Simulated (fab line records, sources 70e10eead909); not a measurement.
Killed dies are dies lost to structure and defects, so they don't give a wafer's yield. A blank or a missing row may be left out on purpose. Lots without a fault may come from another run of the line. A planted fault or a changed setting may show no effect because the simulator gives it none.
Chamber matching | flow nand_harc | NHARC_A_BONDPAD_STRIP_15 on rie_diel-11: 4 sister chambers
The step strips in O2. 16 wafers are shown with their chamber, then 8 later ones without.

WAFERS WITH THEIR CHAMBER
wafer  | chamber | showerhead_plenum_p_Torr (Torr) | oes_product_au (a.u.) | rf_vpp_V (V)
L813.1 | 2       | 3.72                            | 1.002                 | 59.5
L813.2 | 1       | 3.59                            | 1.002                 | 58.9
L813.3 | 0       | 3.46                            | 0.999                 | 58.5
L819.1 | 2       | 3.72                            | 1.011                 | 58.1
L819.2 | 1       | 3.59                            | 1.009                 | 57.9
L819.4 | 3       | 3.78                            | 0.994                 | 58.3
L818.4 | 3       | 3.78                            | 1.002                 | 57.9
L818.5 | 1       | 3.59                            | 0.994                 | 58.5
L818.6 | 0       | 3.46                            | 1.015                 | 57.8
L830.1 | 3       | 3.77                            | 1.001                 | 58.1
L830.3 | 2       | 3.72                            | 1.005                 | 57.3
L830.4 | 0       | 3.45                            | 1.010                 | 58.3
L831.1 | 3       | 3.77                            | 0.997                 | 57.6
L831.5 | 0       | 3.45                            | 0.998                 | 56.3
L831.6 | 3       | 3.77                            | 0.993                 | 58.1
L834.1 | 0       | 3.45                            | 0.999                 | 57.8

SIGNATURES (means of the wafers above)
reading                  | chamber 0 | chamber 1 | chamber 2 | chamber 3 | scatter within a chamber
showerhead_plenum_p_Torr | 3.4540    | 3.5900    | 3.7200    | 3.7740    | 0.00447
oes_product_au           | 1.00420   | 1.00167   | 1.00600   | 0.99740   | 0.00621
rf_vpp_V                 | 57.740    | 58.433    | 58.300    | 58.000    | 0.721
Rule: a wafer's distance from a chamber is the root of the sum, over the readings, of the square of ((its reading less the chamber's mean) divided by the reading's scatter). The wafer belongs to the nearest chamber; if the next one is less than 2 further off, it can't be placed. The scatter: the root of (the sum of the squares of (reading less its chamber's mean) over the shown wafers, divided by (wafers less chambers)).

WAFERS WITHOUT THEIR CHAMBER
wafer  | showerhead_plenum_p_Torr (Torr) | oes_product_au (a.u.) | rf_vpp_V (V)
L834.4 | 3.77                            | 0.999                 | 58.1
L834.5 | 3.45                            | 0.988                 | 58.1
L835.3 | 3.72                            | 0.992                 | 57.9
L835.4 | 3.59                            | 0.997                 | 58.3
L835.5 | 3.77                            | 0.995                 | 57.7
L836.1 | 3.72                            | 0.997                 | 58.8
L836.4 | 3.72                            | 0.998                 | 59.4
L836.5 | 3.77                            | 0.996                 | 60.3

WHICH CHAMBER EACH WENT THROUGH
wafer  | from the rows above | in truth
L834.4 | 3                   | 3
L834.5 | 0                   | 0
L835.3 | 2                   | 2
L835.4 | 1                   | 1
L835.5 | 3                   | 3
L836.1 | 2                   | 2
L836.4 | 2                   | 2
L836.5 | 3                   | 3
Placed correctly: 8 of 8. Can't be placed from these rows: 0. Placed wrongly: 0.
